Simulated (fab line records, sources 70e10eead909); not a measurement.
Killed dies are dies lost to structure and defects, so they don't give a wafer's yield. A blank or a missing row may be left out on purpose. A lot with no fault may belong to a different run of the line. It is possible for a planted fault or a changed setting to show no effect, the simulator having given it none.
What tool caused it?    flow nandHarc    13 lots, 39 wafers sampled, at 5 steps of a route of 1159

WHAT THE GAUGES SHOWED, per wafer
NHARC_THIN_TSV_CD_MEAS_37. Usual: 4999.6 nm for cdNm, sd 1.9.
lot   measured      on        cdNm (nm)             flag
L333  day 18 15:01  cdSem-02  5000.3 4998.0 4999.7  
L334  day 19 00:58  cdSem-03  4999.4 4999.8 4997.4  
L335  day 19 02:08  cdSem-01  4998.7 5001.3 5000.6  
L336  day 19 08:23  cdSem-01  5000.9 4998.7 5001.2  
L342  day 20 20:13  cdSem-01  4998.6 4998.9 4996.3  
L343  day 21 08:28  cdSem-01  4997.2 4995.3 4998.4  
L348  day 23 02:12  cdSem-01  4999.5 4997.3 4994.9  
L351  day 23 07:59  cdSem-01  4997.6 5001.2 5001.6  
L353  day 24 03:09  cdSem-02  5000.4 4995.6 4996.1  
L354  day 24 07:07  cdSem-03  4998.0 5003.2 5003.1  
L352  day 24 14:53  cdSem-01  5002.7 4998.4 5000.0  
L355  day 24 17:58  cdSem-01  5000.5 4999.9 5001.4  
L356  day 24 21:02  cdSem-02  4999.8 4998.1 4999.4  

NHARC_END_SORT_01. Usual: killedAtArray 28, standard deviation 12; killedAtOther 0.8, standard deviation 1.1; killedAtPeriphery 3.6, standard deviation 2.3; killedDies 32, standard deviation 12; killedOpen 3.4, standard deviation 1.9; killedShort 2.0, standard deviation 1.3.
lot   measured      on         killedAtArray  killedAtOther  killedAtPeriphery  killedDies  killedOpen  killedShort  flag
L342  day 21 10:28  prober-02  11 16 12       3 1 1          7 6 18             21 23 31    4 7 1       2 4 5        

WHICH TOOL RAN EACH LOT (tool, then ch and the chambers of the sampled wafers, then the start)
lot   NHARC_P_CONTACT_PRE_CLEAN_39  NHARC_THIN_TSV_DEP_43            NHARC_THIN_TSV_PRE_CLEAN_50
L333  pvdSputter-03, day 5 05:44    pecvd-02 ch 0,2, day 18 06:49    pvdSputter-02, day 18 15:01 or earlier
L334  pvdSputter-02, day 5 21:13    pecvd-03 ch 0,1,2, day 18 16:56  pvdSputter-03, day 19 00:58 or earlier
L335  pvdSputter-02, day 6 02:40    pecvd-02 ch 0,1,2, day 18 17:53  pvdSputter-02, day 19 02:08 or earlier
L336  pvdSputter-03, day 6 08:49    pecvd-03 ch 0,2, day 19 00:09    pvdSputter-03, day 19 08:23 or earlier
L342  pvdSputter-03, day 8 02:52    pecvd-02 ch 0,1, day 20 11:45    pvdSputter-02, day 20 20:13 or earlier
L343  pvdSputter-01, day 8 06:38    pecvd-01 ch 1,2, day 20 23:42    pvdSputter-02, day 21 08:28 or earlier
L348  pvdSputter-02, day 9 11:01    pecvd-03 ch 0,2, day 22 17:59    pvdSputter-02, day 23 02:12 or earlier
L351  pvdSputter-01, day 10 02:12   pecvd-03 ch 0,1, day 22 23:40    pvdSputter-01, day 23 07:59 or earlier
L353  pvdSputter-02, day 10 19:59   pecvd-03 ch 1,2, day 23 18:44    pvdSputter-01, day 24 03:09 or earlier
L354  pvdSputter-03, day 10 20:25   pecvd-03 ch 0,1,2, day 23 23:00  pvdSputter-02, day 24 07:07 or earlier
L352  pvdSputter-02, day 11 02:40   pecvd-02 ch 1,2, day 24 06:07    pvdSputter-02, day 24 14:53 or earlier
L355  pvdSputter-03, day 11 03:16   pecvd-02 ch 0,2, day 24 07:28    pvdSputter-01, day 24 17:58 or earlier
L356  pvdSputter-01, day 11 10:56   pecvd-01 ch 0,1,2, day 24 12:34  pvdSputter-02, day 24 21:02 or earlier
- NHARC_P_CONTACT_PRE_CLEAN_39: time 19.5 s.
- NHARC_THIN_TSV_DEP_43: deposits SiO2, target thk 1328.5 nm.
- NHARC_THIN_TSV_PRE_CLEAN_50: time 30 s.

AS READ BY THE TOOLS THEMSELVES (means over the sampled wafers that have a number; for cases with no such wafer, the mark the record gives instead)
NHARC_THIN_TSV_DEP_43. Usual: 15.6 % for throttleValvePct, sd 0.62.
lot   tool      throttleValvePct (%)  flag
L333  pecvd-02  15.2                  
L334  pecvd-03  15.1                  
L335  pecvd-02  15.7                  
L336  pecvd-03  14.9                  
L342  pecvd-02  16.0                  
L343  pecvd-01  15.8                  
L348  pecvd-03  15.8                  
L351  pecvd-03  14.8                  
L353  pecvd-03  15.6                  
L354  pecvd-03  15.4                  
L352  pecvd-02  15.4                  
L355  pecvd-02  15.4                  
L356  pecvd-01  15.8                  

NHARC_THIN_TSV_PRE_CLEAN_50. Usual: 411 W for heaterPowerW, sd 47.
lot   tool           heaterPowerW (W)  flag
L333  pvdSputter-02  359               
L334  pvdSputter-03  450               
L335  pvdSputter-02  396               
L336  pvdSputter-03  377               
L342  pvdSputter-02  392               
L343  pvdSputter-02  391               
L348  pvdSputter-02  404               
L351  pvdSputter-01  401               
L353  pvdSputter-01  423               
L354  pvdSputter-02  395               
L352  pvdSputter-02  422               
L355  pvdSputter-01  401               
L356  pvdSputter-02  357               

THE ANSWER, worked out from the rows above alone
Rule: lot off if the mean of its wafers having a number is beyond 3 standard deviations from the usual mean. Also off: a lot with no number at a reading for which 4 or more lots have one. Where the step has rows for the other lots, those lots are counted as sound. Order of review: gauges by route order, followed by the tools' own readings, for which a lot's mean as printed above is used. The first step at which some lot is off is used, and at that step the reading that is off furthest; a lot without a number counts as furthest.
Across all readings shown, no lot is off: no conclusion can be drawn from this.

WHAT HAD BEEN PUT IN BY THE SIMULATOR
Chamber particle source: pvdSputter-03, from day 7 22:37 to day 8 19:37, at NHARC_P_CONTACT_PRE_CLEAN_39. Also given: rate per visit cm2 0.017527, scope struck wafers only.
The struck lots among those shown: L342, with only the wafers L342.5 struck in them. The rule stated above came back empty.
